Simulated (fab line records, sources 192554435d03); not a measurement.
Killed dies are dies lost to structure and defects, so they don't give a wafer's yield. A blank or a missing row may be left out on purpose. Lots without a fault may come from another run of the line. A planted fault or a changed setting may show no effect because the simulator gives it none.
fab line records | flow n5_finfet
record lots=7 wafers=39
route steps=1938 shown FIN_SAQP@100 SPACER0@260 SD_EPI_P@312 HKMG_FIN@454 BEOL_M0_SAQP@638 BEOL_M1@814 BEOL_M3@994 BEOL_M6@1194 BEOL_M11@1552 BEOL_M13@1694 MIM_TOP_LITHO@1850 PASSIVATION@1930
start_h: hours from the record's first day to the start of the lot's first wafer shown | wait_h: hours since the lot's step before | " the same as in the row above | L1.1+2: a row that stands for several wafers | - no value, or no start given | * or withheld: withheld | < > ~ a bound
route shown NAME@n: a module of which the file shows steps, and the number in the route of the first | usual: mean/standard deviation of fault-free wafers | same: alike in all rows | chamber/n: place in a boat | sites: the reading at each site | _std_site: their standard deviation | _edge_site: outer sites' mean less inner sites' | radius_mm: how far each site lies from the wafer's centre | mask NAME#n: copy n | behind: the tool/chamber that last shaped the wafer | hold: why the lot was held/for how many hours/how that ended | device: the transistor (n, p or np) that didn't switch | end of line: the same wafers' tests at the end of the route | a step without rows: its recipe alone | killed: dies lost to structure and defects at the first sort, not the wafer's yield | map: a wafer's dies, x killed, . not, _ none there
set.NAME: the setting as run; set.NAME@STEP: as run at that earlier step | model.NAME: the simulator's own value behind a step, which no gauge read
lots whose settings were changed on purpose; a table a step, a row a wafer
## steps
# step N5_FIN_SAQP_PECVD_06
# recipe material=a-Si target_thk_a=600 temp_c=400 precursor=SiH4/He pressure_torr=3 rf_w=100 time_s=48.1
# step N5_SPACER0_ALD_08
# recipe material=SiNx target_thk_a=20 temp_c=400 ald_precursor_family=SiH2I2 ald_co_reactant=N2/H2-plasma pressure_torr=2
# step N5_SD_EPI_P_ETCH_16
# recipe chemistry=CHF3/O2 target=SiO2 target_depth_a=50 mask_material=SOC pressure_mtorr=30 source_w=650 bias_w=170 Ar_flow_sccm=200 CHF3_flow_sccm=50 O2_flow_sccm=5 ion_energy_ev=200
# step N5_HKMG_FIN_ETCHBACK_68
# recipe chemistry=Cl2/Ar stop_on=HfO2 target_depth_a=5 pressure_mtorr=10 icp_w=600 bias_w=60 Cl2_flow_sccm=40 Ar_flow_sccm=60
# step N5_BEOL_M0_SAQP_PECVD_04
# recipe material=a-Si target_thk_a=600 temp_c=350 precursor=SiH4/He pressure_torr=3 rf_w=100 time_s=60.2
# step N5_BEOL_M1_SPUTTER_48
# recipe material=Cu target_thk_a=45 temp_c=-20 chamber_pressure_pa=0.07 power_w=withheld time_s=8.29
# step N5_BEOL_M3_SPUTTER_48
# step N5_BEOL_M6_ILD_DEP_00
# recipe material=SiCOH_lowk target_thk_a=1797.5 temp_c=300 precursor=DEMS/porogen pressure_torr=5 rf_w=500 time_s=33.4
# step N5_BEOL_M11_DESCUM_16
# recipe chemistry=O2 time_s=7.9 source_power_w=50 bias_power_w=20 pressure_mtorr=20 rf_frequency_hz=2.712e+07 temp_c=40 resist=CAR-ArF o2_flow_sccm=225
# step N5_BEOL_M13_ETCH_68
# recipe chemistry=N2/H2 target=SOC mask_material=SiARC source_w=3000 bias_w=350 temp_c=40 time_s=355 ion_energy_ev=200 pressure_mtorr=30 n2_flow_sccm=200 h2_flow_sccm=200
# step N5_MIM_TOP_LITHO_DESCUM_10
# recipe chemistry=O2 time_s=7.9 source_power_w=50 bias_power_w=20 pressure_mtorr=20 rf_frequency_hz=2.712e+07 temp_c=40 o2_flow_sccm=225
# step N5_PASSIVATION_ETCH_54
# recipe chemistry=CHF3/O2 target=SiO2 target_depth_a=8800 CHF3_flow_sccm=50 O2_flow_sccm=5 Ar_flow_sccm=200 time_s=440 mask_material=PR pressure_mtorr=30 source_w=650 bias_w=170 ion_energy_ev=200
# step N5_PASSIVATION_PROBE_49
# usual killed_at_other=3.2/2.4
# columns lot.wafer tool chamber start_h wait_h set.time_s@FIN_SAQP_PECVD_06 set.target_thk_a@SPACER0_ALD_08 set.target_depth_a@SD_EPI_P_ETCH_16 set.target_depth_a@HKMG_FIN_ETCHBACK_68 set.time_s@BEOL_M0_SAQP_PECVD_04 set.target_thk_a@BEOL_M1_SPUTTER_48 set.target_thk_a@BEOL_M3_SPUTTER_48 set.time_s@BEOL_M6_ILD_DEP_00 set.time_s@BEOL_M11_DESCUM_16 set.time_s@BEOL_M13_ETCH_68 set.time_s@MIM_TOP_LITHO_DESCUM_10 set.time_s@PASSIVATION_ETCH_54 killed_at_other
L076.1 prober-02 - 264.15 0.0 48.1 20 50 5 60.2 45 45 33.4 7.9 355 11.28 440 0
L076.2 prober-02 - 264.20 0.1 48.1 20 50 5 80.59 59.14 38.03 33.4 7.9 355 11.28 358.2 1067
L076.3 prober-02 - 264.25 0.1 61.58 20 50 5 60.2 59.14 45 33.4 7.9 355 7.9 440 3
L076.4 prober-02 - 264.30 0.2 61.58 20 50 5 80.59 45 38.03 33.4 3.31 355 7.9 358.2 798
L076.5 prober-02 - 264.35 0.2 48.1 20 50 5 80.59 45 45 33.4 3.31 355 11.28 358.2 1005
L076.6 prober-02 - 264.40 0.3 61.58 20 50 5 60.2 59.14 38.03 33.4 3.31 355 7.9 440 3
L078.1 prober-01 - 296.91 0.0 72.67 20 50 5 60.2 66.84 32.18 33.4 7.9 414 11.16 440 6
L078.2 prober-01 - 296.96 0.1 72.67 20 50 5 60.2 45 45 33.4 7.9 414 7.9 528.9 0
L078.3 prober-01 - 297.01 0.1 72.67 16.87 50 5 60.2 66.84 45 33.4 7.9 355 11.16 528.9 2
L078.4 prober-01 - 297.06 0.2 48.1 16.87 50 5 60.2 45 32.18 33.4 11.55 355 11.16 440 2
L078.5 prober-01 - 297.11 0.2 48.1 16.87 50 5 60.2 45 45 33.4 11.55 414 7.9 440 5
L078.6 prober-01 - 297.16 0.3 48.1 20 50 5 60.2 66.84 32.18 33.4 11.55 355 7.9 528.9 0
L081.1 prober-02 - 303.63 0.0 48.1 27.75 79.24 5 78.08 45 32.04 33.4 7.9 287.7 3.385 440 4
L081.2 prober-02 - 303.68 0.1 48.1 20 79.24 2.317 78.08 67.52 32.04 33.4 7.9 287.7 7.9 440 3
L081.3 prober-02 - 303.73 0.1 48.1 20 50 5 60.2 67.52 32.04 33.4 12.14 355 7.9 440 6
L081.4 prober-02 - 303.78 0.2 48.1 20 79.24 5 60.2 45 45 33.4 7.9 355 3.385 440 4
L081.5 prober-02 - 303.83 0.2 48.1 27.75 50 2.317 78.08 45 45 33.4 12.14 287.7 3.385 440 4
L081.6 prober-02 - 303.88 0.3 48.1 27.75 50 2.317 60.2 67.52 45 33.4 12.14 355 7.9 440 6
L084.1 prober-02 - 328.90 0.0 48.1 20 50 5 60.2 45 65.72 33.4 3.817 355 7.9 549.5 4
L084.2 prober-02 - 328.95 0.1 48.1 20 50 5 72.94 45 45 33.4 3.817 247.5 4.968 440 4
L084.3 prober-02 - 329.00 0.1 48.1 20 66.74 5 72.94 26.65 65.72 33.4 7.9 355 7.9 440 2
L084.4 prober-02 - 329.05 0.2 48.1 20 66.74 5 72.94 45 45 23.2 7.9 355 4.968 549.5 5
L084.5 prober-02 - 329.10 0.2 48.1 20 66.74 5 60.2 26.65 45 23.2 7.9 247.5 4.968 549.5 5
L084.6 prober-02 - 329.15 0.3 48.1 20 50 5 60.2 26.65 65.72 23.2 3.817 247.5 7.9 440 5
L089.1 prober-02 - 364.49 0.0 34.16 23.85 61.12 7.738 60.2 28.39 18.92 46.47 7.9 144.3 7.9 339.7 1052
L089.2 prober-02 - 364.54 0.1 48.1 20 61.12 7.738 60.2 45 45 46.47 7.9 355 7.9 440 5
L089.3 prober-02 - 364.59 0.1 34.16 20 61.12 5 60.2 45 18.92 33.4 7.9 144.3 7.9 440 2
L089.4 prober-02 - 364.64 0.2 48.1 23.85 50 5 60.2 28.39 45 46.47 7.9 355 7.9 339.7 1057
L089.5 prober-02 - 364.69 0.2 34.16 20 50 5 60.2 28.39 18.92 33.4 7.9 355 7.9 440 4
L089.6 prober-02 - 364.74 0.3 48.1 23.85 50 7.738 60.2 45 45 33.4 7.9 144.3 7.9 339.7 1049
L091.1 prober-01 - 369.36 0.0 48.1 20 50 5 60.2 18.72 63.6 33.4 7.9 355 10.47 224.3 1091
L091.2 prober-01 - 369.41 0.1 48.1 20 50 5 60.2 45 45 33.4 7.9 182 10.47 440 1
L091.3 prober-01 - 369.46 0.1 48.1 20 50 2.204 60.2 45 45 33.4 7.9 355 7.9 224.3 1081
L091.4 prober-01 - 369.51 0.2 40.22 20 50 2.204 60.2 45 63.6 33.4 7.9 182 10.47 440 0
L091.5 prober-01 - 369.56 0.2 40.22 20 50 5 60.2 18.72 63.6 33.4 7.9 355 7.9 440 9
L091.6 prober-01 - 369.61 0.3 40.22 20 50 2.204 60.2 18.72 45 33.4 7.9 182 7.9 224.3 1079
L092.1 prober-01 - 393.34 0.0 48.1 20 50 5 60.2 45 45 33.4 7.9 355 7.9 440 3
L092.2 prober-01 - 393.39 0.1 48.1 20 50 5 60.2 45 45 33.4 7.9 355 7.9 440 3
L092.6 prober-01 - 393.59 0.3 48.1 20 50 5 60.2 45 45 33.4 7.9 355 7.9 440 1
# killed by level:class
L076.1 MOL_CONTACT_COAG:geometric_particle:open=11 FIN_SAQP:geometric_particle:short=9 FIN_SAQP:geometric_particle:open=7 DUMMY_GATE:geometric_particle:open=5 BEOL_M0_SAQP:geometric_particle:open=5 BEOL_M2:geometric_particle:open=5 BEOL_M4:geometric_particle:open=5 BEOL_M0:geometric_particle:open=4
L076.2 PASSIVATION:area_etch=1060 MOL_CONTACT_COAG:geometric_particle:open=15 FIN_SAQP:geometric_particle:open=14 STI_FIN_REVEAL:geometric_particle:open=11 BEOL_M2:geometric_particle:open=8 BEOL_M4:geometric_particle:open=7 MOL_CONTACT_COAG:geometric_particle:short=6 FIN_SAQP:geometric_particle:short=5
L076.3 FIN_SAQP:geometric_particle:open=11 FIN_SAQP:geometric_particle:short=7 STI_FIN_REVEAL:geometric_particle:open=7 MOL_CONTACT_COAG:geometric_particle:open=6 BEOL_M0_SAQP:geometric_particle:open=6 BEOL_M0:geometric_particle:open=6 BEOL_M0_SAQP:geometric_particle:short=4 STARTING-WAFER:geometric_particle:short=4
L076.4 PASSIVATION:area_etch=795 MOL_CONTACT_COAG:geometric_particle:open=18 FIN_SAQP:geometric_particle:open=12 BEOL_M2:geometric_particle:open=10 FIN_SAQP:geometric_particle:short=8 STI_FIN_REVEAL:geometric_particle:open=6 DUMMY_GATE:geometric_particle:open=5 STARTING-WAFER:geometric_particle:open=5
L076.5 PASSIVATION:area_etch=1004 MOL_CONTACT_COAG:geometric_particle:open=8 BEOL_M0_SAQP:geometric_particle:open=5 BEOL_M3:geometric_particle:open=4 STI_FIN_REVEAL:geometric_particle:open=3 GATE_CUT:geometric_particle:open=3 BEOL_M5:geometric_particle:open=3 BEOL_M2:geometric_particle:short=3
L076.6 MOL_CONTACT_COAG:geometric_particle:open=11 BEOL_M4:geometric_particle:open=8 FIN_SAQP:geometric_particle:open=7 BEOL_M2:geometric_particle:open=7 STI_FIN_REVEAL:geometric_particle:open=6 BEOL_M5:geometric_particle:open=4 DUMMY_GATE:geometric_particle:short=3 BEOL_M0_SAQP:geometric_particle:short=3
L078.1 FIN_SAQP:area_etch=815 MOL_CONTACT_COAG:geometric_particle:open=13 BEOL_M0_SAQP:geometric_particle:short=11 STI_FIN_REVEAL:geometric_particle:open=8 BEOL_M0_SAQP:geometric_particle:open=7 BEOL_M3:geometric_particle:open=6 BEOL_M1:geometric_particle:open=3 PASS1_DEP:geometric_particle:open=3
L078.2 FIN_SAQP:area_etch=724 BEOL_M3:geometric_particle:open=16 MOL_CONTACT_COAG:geometric_particle:open=12 BEOL_M0_SAQP:geometric_particle:short=11 STI_FIN_REVEAL:geometric_particle:open=7 BEOL_M1:geometric_particle:open=7 MOL_CONTACT_COAG:geometric_particle:short=6 BEOL_M3:geometric_particle:short=6
L078.3 FIN_SAQP:area_etch=900 STI_FIN_REVEAL:geometric_particle:open=13 BEOL_M0_SAQP:geometric_particle:short=8 MOL_CONTACT_COAG:geometric_particle:open=6 MOL_CONTACT_COAG:geometric_particle:short=5 BEOL_M0:geometric_particle:open=5 STI_FIN_REVEAL:geometric_particle:short=4 BEOL_M0_SAQP:geometric_particle:open=4
L078.4 MOL_CONTACT_COAG:geometric_particle:open=14 BEOL_M0_SAQP:geometric_particle:open=6 ILD0:geometric_particle:open=5 FIN_SAQP:geometric_particle:open=4 BEOL_M0_SAQP:geometric_particle:short=4 BEOL_M3:geometric_particle:short=4 BEOL_M3:geometric_particle:open=4 STARTING-WAFER:geometric_particle:short=4
L078.5 MOL_CONTACT_COAG:geometric_particle:open=13 BEOL_M3:geometric_particle:open=9 BEOL_M4:geometric_particle:open=9 STI_FIN_REVEAL:geometric_particle:open=7 BEOL_M1:geometric_particle:open=7 ILD0:geometric_particle:open=4 ILD0:geometric_particle:short=4 STARTING-WAFER:geometric_particle:short=4
L078.6 MOL_CONTACT_COAG:geometric_particle:open=16 BEOL_M3:geometric_particle:open=13 STI_FIN_REVEAL:geometric_particle:open=9 BEOL_M0_SAQP:geometric_particle:short=6 FIN_SAQP:geometric_particle:short=4 GATE_CUT:geometric_particle:short=4 MOL_CONTACT_COAG:geometric_particle:short=3 BEOL_M0_SAQP:geometric_particle:open=3
L081.1 MOL_CONTACT_COAG:geometric_particle:open=15 STI_FIN_REVEAL:geometric_particle:open=11 BEOL_M3:geometric_particle:open=9 MOL_CONTACT_COAG:geometric_particle:short=8 BEOL_M2:geometric_particle:open=6 BEOL_M4:geometric_particle:open=6 FIN_SAQP:geometric_particle:open=5 BEOL_M1:geometric_particle:open=5
L081.2 MOL_CONTACT_COAG:geometric_particle:open=12 STI_FIN_REVEAL:geometric_particle:open=9 BEOL_M0_SAQP:geometric_particle:open=9 BEOL_M0_SAQP:geometric_particle:short=8 BEOL_M3:geometric_particle:open=8 BEOL_M1:geometric_particle:open=3 STARTING-WAFER:geometric_particle:open=3 FIN_SAQP:geometric_particle:short=2
L081.3 BEOL_M4:geometric_particle:open=18 STI_FIN_REVEAL:geometric_particle:open=14 MOL_CONTACT_COAG:geometric_particle:open=11 BEOL_M2:geometric_particle:open=9 BEOL_M0_SAQP:geometric_particle:short=8 FIN_SAQP:geometric_particle:open=7 FIN_SAQP:geometric_particle:short=5 DUMMY_GATE:geometric_particle:open=4
L081.4 MOL_CONTACT_COAG:geometric_particle:open=15 STI_FIN_REVEAL:geometric_particle:open=8 BEOL_M1:geometric_particle:open=6 BEOL_M2:geometric_particle:open=6 BEOL_M0_SAQP:geometric_particle:short=4 BEOL_M0_SAQP:geometric_particle:open=4 BEOL_M3:geometric_particle:open=4 ZERO_LAYER:coat_microbubble_printed=3
L081.5 BEOL_M4:geometric_particle:open=13 STI_FIN_REVEAL:geometric_particle:open=11 MOL_CONTACT_COAG:geometric_particle:open=9 BEOL_M0_SAQP:geometric_particle:open=9 FIN_SAQP:geometric_particle:open=6 FIN_SAQP:geometric_particle:short=4 BEOL_M2:geometric_particle:open=4 BEOL_M3:geometric_particle:short=4
L081.6 STI_FIN_REVEAL:geometric_particle:open=19 MOL_CONTACT_COAG:geometric_particle:open=19 MOL_CONTACT_COAG:geometric_particle:short=7 STI_FIN_REVEAL:geometric_particle:short=6 BEOL_M0_SAQP:geometric_particle:short=5 SPACER0:geometric_particle:open=4 BEOL_M4:geometric_particle:open=4 BEOL_M3:geometric_particle:open=4
L084.1 FIN_SAQP:geometric_particle:open=23 BEOL_M2:geometric_particle:open=16 MOL_CONTACT_COAG:geometric_particle:open=13 FIN_SAQP:geometric_particle:short=11 MOL_CONTACT_COAG:geometric_particle:short=5 STI_FIN_REVEAL:geometric_particle:open=4 BEOL_M4:geometric_particle:open=4 DUMMY_GATE:geometric_particle:open=3
L084.2 FIN_SAQP:geometric_particle:short=23 FIN_SAQP:geometric_particle:open=11 BEOL_M2:geometric_particle:open=10 MOL_CONTACT_COAG:geometric_particle:open=7 BEOL_M0_SAQP:geometric_particle:open=7 BEOL_M0_SAQP:geometric_particle:short=4 BEOL_M3:geometric_particle:short=4 BEOL_M5:geometric_particle:open=4
L084.3 BEOL_M2:geometric_particle:open=12 MOL_CONTACT_COAG:geometric_particle:open=8 BEOL_M0_SAQP:geometric_particle:open=7 GATE_CUT:geometric_particle:open=7 BEOL_M3:geometric_particle:open=6 BEOL_M0_SAQP:geometric_particle:short=5 FIN_SAQP:geometric_particle:open=4 FIN_SAQP:geometric_particle:short=4
L084.4 MOL_CONTACT_COAG:geometric_particle:open=9 BEOL_M2:geometric_particle:open=8 MOL_CONTACT_COAG:geometric_particle:short=6 BEOL_M0_SAQP:geometric_particle:open=6 FIN_SAQP:geometric_particle:open=5 FIN_SAQP:geometric_particle:short=5 DUMMY_GATE:geometric_particle:open=5 BEOL_M0_SAQP:geometric_particle:short=5
L084.5 MOL_CONTACT_COAG:geometric_particle:open=14 FIN_SAQP:geometric_particle:short=10 BEOL_M0_SAQP:geometric_particle:open=9 BEOL_M0_SAQP:geometric_particle:short=8 GATE_CUT:geometric_particle:short=7 FIN_SAQP:geometric_particle:open=6 BEOL_M2:geometric_particle:open=6 BEOL_M4:geometric_particle:open=6
L084.6 MOL_CONTACT_COAG:geometric_particle:open=11 BEOL_M0_SAQP:geometric_particle:short=10 BEOL_M2:geometric_particle:open=10 FIN_SAQP:geometric_particle:open=9 BEOL_M0_SAQP:geometric_particle:open=8 STI_FIN_REVEAL:geometric_particle:open=7 FIN_SAQP:geometric_particle:short=6 DUMMY_GATE:geometric_particle:open=5
L089.1 PASSIVATION:area_etch=1048 MOL_CONTACT_COAG:geometric_particle:open=14 BEOL_M0_SAQP:geometric_particle:open=12 BEOL_M1:geometric_particle:open=10 BEOL_M2:geometric_particle:open=10 BEOL_M0_SAQP:geometric_particle:short=9 BEOL_M3:geometric_particle:open=8 FIN_SAQP:geometric_particle:open=7
L089.2 MOL_CONTACT_COAG:geometric_particle:open=15 BEOL_M4:geometric_particle:open=15 BEOL_M0_SAQP:geometric_particle:short=12 BEOL_M0_SAQP:geometric_particle:open=12 BEOL_M3:geometric_particle:open=9 FIN_SAQP:geometric_particle:open=9 STI_FIN_REVEAL:geometric_particle:open=6 DUMMY_GATE:geometric_particle:open=6
L089.3 BEOL_M2:geometric_particle:open=14 STI_FIN_REVEAL:geometric_particle:open=12 MOL_CONTACT_COAG:geometric_particle:open=9 BEOL_M0_SAQP:geometric_particle:open=9 FIN_SAQP:geometric_particle:open=8 BEOL_M1:geometric_particle:open=7 FIN_SAQP:geometric_particle:short=6 BEOL_M5:geometric_particle:open=6
L089.4 PASSIVATION:area_etch=1053 FIN_SAQP:geometric_particle:short=15 MOL_CONTACT_COAG:geometric_particle:open=14 BEOL_M0_SAQP:geometric_particle:short=13 BEOL_M1:geometric_particle:open=6 BEOL_M2:geometric_particle:open=6 FIN_SAQP:geometric_particle:open=5 BEOL_M3:geometric_particle:open=5
L089.5 FIN_SAQP:geometric_particle:open=8 MOL_CONTACT_COAG:geometric_particle:open=8 BEOL_M0_SAQP:geometric_particle:open=8 BEOL_M0_SAQP:geometric_particle:short=7 BEOL_M2:geometric_particle:open=7 DUMMY_GATE:geometric_particle:open=5 BEOL_M0:geometric_particle:open=5 PASS1_DEP:geometric_particle:short=4
L089.6 PASSIVATION:area_etch=1045 BEOL_M0_SAQP:geometric_particle:open=15 BEOL_M1:geometric_particle:open=15 GATE_CUT:geometric_particle:short=10 BEOL_M3:geometric_particle:open=9 MOL_CONTACT_COAG:geometric_particle:open=8 BEOL_M0_SAQP:geometric_particle:short=8 BEOL_M2:geometric_particle:open=7
L091.1 PASSIVATION:area_etch=1087 MOL_CONTACT_COAG:geometric_particle:open=12 FIN_SAQP:geometric_particle:short=9 BEOL_M4:geometric_particle:open=9 BEOL_M0_SAQP:geometric_particle:open=7 FIN_SAQP:geometric_particle:open=5 BEOL_M0_SAQP:geometric_particle:short=5 STI_FIN_REVEAL:geometric_particle:open=4
L091.2 MOL_CONTACT_COAG:geometric_particle:open=12 BEOL_M2:geometric_particle:open=12 FIN_SAQP:geometric_particle:open=9 BEOL_M0_SAQP:geometric_particle:open=9 FIN_SAQP:geometric_particle:short=8 STI_FIN_REVEAL:geometric_particle:open=8 BEOL_M0_SAQP:geometric_particle:short=8 DUMMY_GATE:geometric_particle:open=7
L091.3 PASSIVATION:area_etch=1079 MOL_CONTACT_COAG:geometric_particle:open=12 BEOL_M4:geometric_particle:open=8 FIN_SAQP:geometric_particle:short=7 GATE_CUT:geometric_particle:short=7 DUMMY_GATE:geometric_particle:open=6 BEOL_M1:geometric_particle:open=6 BEOL_M5:geometric_particle:open=6
L091.4 BEOL_M2:geometric_particle:open=12 BEOL_M4:geometric_particle:open=11 MOL_CONTACT_COAG:geometric_particle:short=8 BEOL_M3:geometric_particle:open=8 FIN_SAQP:geometric_particle:open=6 MOL_CONTACT_COAG:geometric_particle:open=5 BEOL_M0_SAQP:geometric_particle:open=5 FIN_SAQP:geometric_particle:short=4
L091.5 MOL_CONTACT_COAG:geometric_particle:open=11 DUMMY_GATE:geometric_particle:open=8 FIN_SAQP:geometric_particle:open=7 BEOL_M4:geometric_particle:open=7 BEOL_M0_SAQP:geometric_particle:open=6 BEOL_M1:interface_void_opened=6 BEOL_M3:geometric_particle:open=5 FIN_SAQP:geometric_particle:short=4
L091.6 PASSIVATION:area_etch=1074 MOL_CONTACT_COAG:geometric_particle:open=10 STI_FIN_REVEAL:geometric_particle:open=10 BEOL_M0_SAQP:geometric_particle:open=9 BEOL_M0_SAQP:geometric_particle:short=9 BEOL_M2:geometric_particle:short=8 MOL_CONTACT_COAG:geometric_particle:short=6 BEOL_M2:geometric_particle:open=6
L092.1 MOL_CONTACT_COAG:geometric_particle:open=29 BEOL_M2:geometric_particle:open=11 STI_FIN_REVEAL:geometric_particle:open=9 MOL_CONTACT_COAG:geometric_particle:short=7 BEOL_M0_SAQP:geometric_particle:short=6 BEOL_M0:geometric_particle:open=5 BEOL_M3:geometric_particle:open=5 FIN_SAQP:geometric_particle:short=3
L092.2 MOL_CONTACT_COAG:geometric_particle:open=20 FIN_SAQP:geometric_particle:short=13 BEOL_M3:geometric_particle:open=11 FIN_SAQP:geometric_particle:open=8 STI_FIN_REVEAL:geometric_particle:open=7 MOL_CONTACT_COAG:geometric_particle:short=7 BEOL_M0_SAQP:geometric_particle:short=7 BEOL_M0_SAQP:geometric_particle:open=6
L092.6 MOL_CONTACT_COAG:geometric_particle:open=13 BEOL_M1:geometric_particle:open=8 STI_FIN_REVEAL:geometric_particle:open=4 MOL_CONTACT_COAG:geometric_particle:short=4 BEOL_M0_SAQP:geometric_particle:open=4 FIN_SAQP:geometric_particle:open=3 GATE_CUT:geometric_particle:short=3 BEOL_M4:geometric_particle:open=3
## key
split step=N5_FIN_SAQP_PECVD_06 setting=time_s stated_as=48.1
response none clear
split step=N5_SPACER0_ALD_08 setting=target_thk_a stated_as=20
response none clear
split step=N5_SD_EPI_P_ETCH_16 setting=target_depth_a stated_as=50
response none clear
split step=N5_HKMG_FIN_ETCHBACK_68 setting=target_depth_a stated_as=5
response none clear
split step=N5_BEOL_M0_SAQP_PECVD_04 setting=time_s stated_as=60.2
response none clear
split step=N5_BEOL_M1_SPUTTER_48 setting=target_thk_a stated_as=45
response none clear
split step=N5_BEOL_M3_SPUTTER_48 setting=target_thk_a stated_as=45
response none clear
split step=N5_BEOL_M6_ILD_DEP_00 setting=time_s stated_as=33.4
response none clear
split step=N5_BEOL_M11_DESCUM_16 setting=time_s stated_as=7.9
response none clear
split step=N5_BEOL_M13_ETCH_68 setting=time_s stated_as=355
response none clear
split step=N5_MIM_TOP_LITHO_DESCUM_10 setting=time_s stated_as=7.9
response none clear
split step=N5_PASSIVATION_ETCH_54 setting=time_s stated_as=440
response step=N5_PASSIVATION_PROBE_49 reading=killed_at_other slope=-21.3 per=1% together_with=all explained=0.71
